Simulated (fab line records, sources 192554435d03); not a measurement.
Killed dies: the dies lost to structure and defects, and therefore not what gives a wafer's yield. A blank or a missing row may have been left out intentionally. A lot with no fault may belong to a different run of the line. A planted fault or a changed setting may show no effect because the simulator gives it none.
Comparing a struck lot with a sound one	flow n5-finfet	13 steps out of a route of 1938
Sound: these wafers, L882.1, L882.4, L882.5. The struck wafers were L872.1, L872.3, L872.4. Last of all comes the cause.
For every step that has rows: the tool of each side, followed by ch and its chambers, followed by its first start. Under that, the readings that differ: sound wafers	struck wafers	difference of the means	sigmas: that difference in standard deviations of wafers without a fault.
alike: readings with means less than 2 such deviations apart, plus words and numbers identical on both sides. not compared: withheld readings, readings lacking a value on some wafer, bounds such as >300 that could conceal the same value, and numbers that have no deviation in the record and whose values overlap.
Wherever a step has rows on one side only, a row that says differs or no value, or a row with sigmas, the two part there. Numbers that don't overlap but have no deviation are shown without sigmas and don't part them. A reading missing from all wafers of one side parts the sides only when that side holds two or more wafers.

first, 9 steps without rows for these wafers: N5_BEOL_M3_EBR_24; N5_BEOL_M3_SOFTBAKE_23 (time 60 s); N5_BEOL_M3_EXPOSE_25 (exposes mask V2, defocus 5 nm); N5_BEOL_M3_PEB_26 (peb time 60 s); N5_BEOL_M3_DEVELOP_27 (develop time 30 s); N5_BEOL_M3_DESCUM_33 (chemistry O2, time 7 s); N5_BEOL_M3_ETCH_77 (etches underlayer in N2/H2, target depth 6.5 nm, time 5.2 s); N5_BEOL_M3_ETCH_69 (etches SiARC in CF4, target depth 15.6 nm, time 26 s); N5_BEOL_M3_ALD_98 (deposits SiO2, target thk 2.5 nm, pulse time 1 s, co reactant pulse time 1 s).
N5_BEOL_M3_ETCHBACK_99: etches SiO2 in CHF3, target depth 5 nm, time 10.4 s.
  sound on rie-diel-01 ch 1,2, day 13 07:56; struck on rie-diel-01 ch 0,1,2, day 10 22:52
  no value came back on the struck wafers for any of 8 readings (CHF3_flow_sccm (sccm), bias-w (W) and others); on the sound wafers CHF3_flow_sccm (sccm) reads 12.01 12.00 12.01
  not compared: rf-hours-counter-h
then, 1 step without rows for these wafers: N5_BEOL_M3_ETCH_70 (etches SOC in N2/H2, target depth 80 nm, overetch 16 nm, time 120 s).
N5_BEOL_M4_RC_MEAS_101:
  the record has rows for the sound wafers here (prober-02 ch 0, day 14 02:05) and none for the struck ones
-- record jumps: 5 days separate the struck wafers' starts on either side; left off in module BEOL_M4, taken up again in module PASSIVATION, whose first shown step is the route's number 1936 --
N5_PASSIVATION_PROBE_49:
  sound on prober-02 at day 18 14:15; struck on prober-02 at day 15 13:15
reading	sound	struck	difference	sigmas
defect-limited-yield (%)	91.6 91.4 91.6	0 0 0	-92	-65
killed_at_M0_to_M3	23 26 31	1137 1127 1128	+1104	+99 or more
killed-at-front-end	51 46 46	22 22 25	-25	-2
killed-dies	99 102 99	1180 1180 1180	+1080	+64
killed-on-rim	9 18 8	152 152 152	+140	+36
sort_bin_5_function (%)	4.7 4.6 5.0	98.2 97.0 96.4	+92.4	+97
sort-n-pass	1081 1078 1081	0 0 0	-1080	-64
sort-yield-pct (%)	91.6 91.4 91.6	0 0 0	-92	-61
  alike: killed_at_M4_up, killed-at-contacts, killed-at-other, killed-open, killed-short, sort_bin_6_memory, sort_bin_8_speed

== WHERE THEY PART ==
Earliest at N5_BEOL_M3_ETCHBACK_99; latest, in this record, at N5_PASSIVATION_PROBE_49.

WHY: whatever the simulator had introduced
Beginning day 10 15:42, the whole step at N5_BEOL_M3_ETCHBACK_99 was skipped on rie-diel-01. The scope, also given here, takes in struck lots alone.
